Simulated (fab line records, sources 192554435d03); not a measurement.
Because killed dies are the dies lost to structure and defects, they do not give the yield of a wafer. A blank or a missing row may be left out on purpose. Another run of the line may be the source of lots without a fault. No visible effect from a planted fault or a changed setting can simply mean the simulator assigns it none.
A struck lot beside a sound one	flow n5-finfet	15 steps out of a route of 1938
Sound: wafers L590.4, L590.5, L590.6. Struck: wafer L606.6 (L606.2, L606.4, from the same lot, were not struck and are left out); the cause is given at the end.
Each step with rows lists, per side, the tool, then ch with its chambers, then its first start. Under that, the readings that differ: sound wafers	struck wafers	difference of the means	sigmas: that difference in standard deviations of wafers without a fault.
alike: words and numbers the same on both sides, and readings whose means are apart by under 2 such deviations; not compared: readings that were withheld, readings missing a value for some wafer, numbers with overlapping values and no deviation given by the record, and bounds like >300 which may hide the same value.
Wherever a step has rows on one side only, a row that says differs or no value, or a row with sigmas, the two part there. Numbers that have no deviation but don't overlap get no sigmas and don't part them. Lack of a reading on every wafer of one side parts them only where that side has two or more wafers.

N5_HKMG_FIN_DESCUM_53: chemistry O2, time 7.9 s.
  sound on rie-diel-06 ch 0,2,3, day 4 10:22; struck on rie-diel-06 ch 1, day 8 05:34
  alike: drypump-motor-current-A, oes-product-au, rf-vpp-V, showerhead-plenum-p-Torr, throttle-valve-pct
  not compared: rf-hours-counter-h
N5_HKMG_FIN_ETCH_54: etches SiARC in CF4, target depth 45.5 nm, time 75.8 s.
  sound on rie-diel-06 ch 0,2,3, day 4 10:23; struck on rie-diel-06 ch 1, day 8 05:35
  alike: drypump-motor-current-A, etch-rf-on-time-s, oes-product-au, rf-vpp-V, showerhead-plenum-p-Torr, throttle-valve-pct
  not compared: rf-hours-counter-h
then, 2 steps without rows for these wafers: N5_HKMG_FIN_ETCH_55 (etches SOC in N2/H2, target depth 240 nm, time 300 s); N5_HKMG_FIN_STRIP_56 (strips in N2/H2).
N5_HKMG_FIN_STRIP_57: strips in CF4.
  sound on rie-diel-06 ch 0,2,3, day 4 10:38; struck on rie-diel-06 ch 1, day 8 05:50
  alike: drypump-motor-current-A, oes-product-au, rf-vpp-V, showerhead-plenum-p-Torr, throttle-valve-pct
  not compared: rf-hours-counter-h
N5_HKMG_FIN_ETCH_58: etches SOC in N2/H2, target depth 215.8 nm, time 741 s.
  sound on rie-diel-06 ch 0,2,3, day 4 10:40; struck on rie-diel-06 ch 1, day 8 05:52
  alike: drypump-motor-current-A, oes-product-au, rf-vpp-V, showerhead-plenum-p-Torr, throttle-valve-pct
  not compared: rf-hours-counter-h
N5_HKMG_FIN_STRIP_93: strips SOC in N2/H2, time 20 s.
  sound on rie-diel-06 ch 0,2,3, day 4 11:05; struck on rie-diel-06 ch 1, day 8 06:17
  alike: drypump-motor-current-A, oes-product-au, rf-vpp-V, showerhead-plenum-p-Torr, throttle-valve-pct
  not compared: rf-hours-counter-h
then, 5 steps without rows for these wafers: N5_HKMG_FIN_WET_ETCH_76 (etches Al2O3 in dNH4OH, stops on La2O3, target depth 2.25 nm, rinse time 30 s); N5_HKMG_FIN_STRIP_60 (strips in N2/H2, time 360 s); N5_HKMG_FIN_WET_ETCH_77 (etches La2O3 in dHCl, stops on HfO2, target depth 2 nm); N5_HKMG_FIN_WET_ETCH_78 (etches Al2O3 in dNH4OH, stops on La2O3, target depth 4.5 nm, rinse time 30 s); N5_HKMG_FIN_ALD_79 (deposits TiN, target thk 1.5 nm, pulse time 1 s, purge time 3 s).
N5_HKMG_FIN_CVD_62: deposits a-Si from Si2H6, target thk 3 nm, time 20.8 s.
  sound on thermal-cvd-si-01 ch 0,1,2, day 4 12:08; struck on thermal-cvd-si-01 ch 1, day 8 07:17
reading	sound	struck	difference	sigmas
model.a-Si_of_HKMG_FIN_CVD_62.thk-nm (nm)	3 3.2 2.8	1.6	-1.4	
  alike: heater-power-w
then, 1 step without rows for these wafers: N5_HKMG_FIN_RTA_80 (time 2 s).
-- here the record skips 8 days between the struck wafers' starts before and after, leaving off in module HKMG_FIN and picking up in module PASSIVATION (first step shown: number 1936 of the route) --
N5_PASSIVATION_PROBE_49:
  only the struck wafers here have rows in the record (prober-01, day 16 14:20); the sound ones have none

WHERE THEY PART
Only at N5_PASSIVATION_PROBE_49, within this record.

WHY: whatever the simulator had introduced
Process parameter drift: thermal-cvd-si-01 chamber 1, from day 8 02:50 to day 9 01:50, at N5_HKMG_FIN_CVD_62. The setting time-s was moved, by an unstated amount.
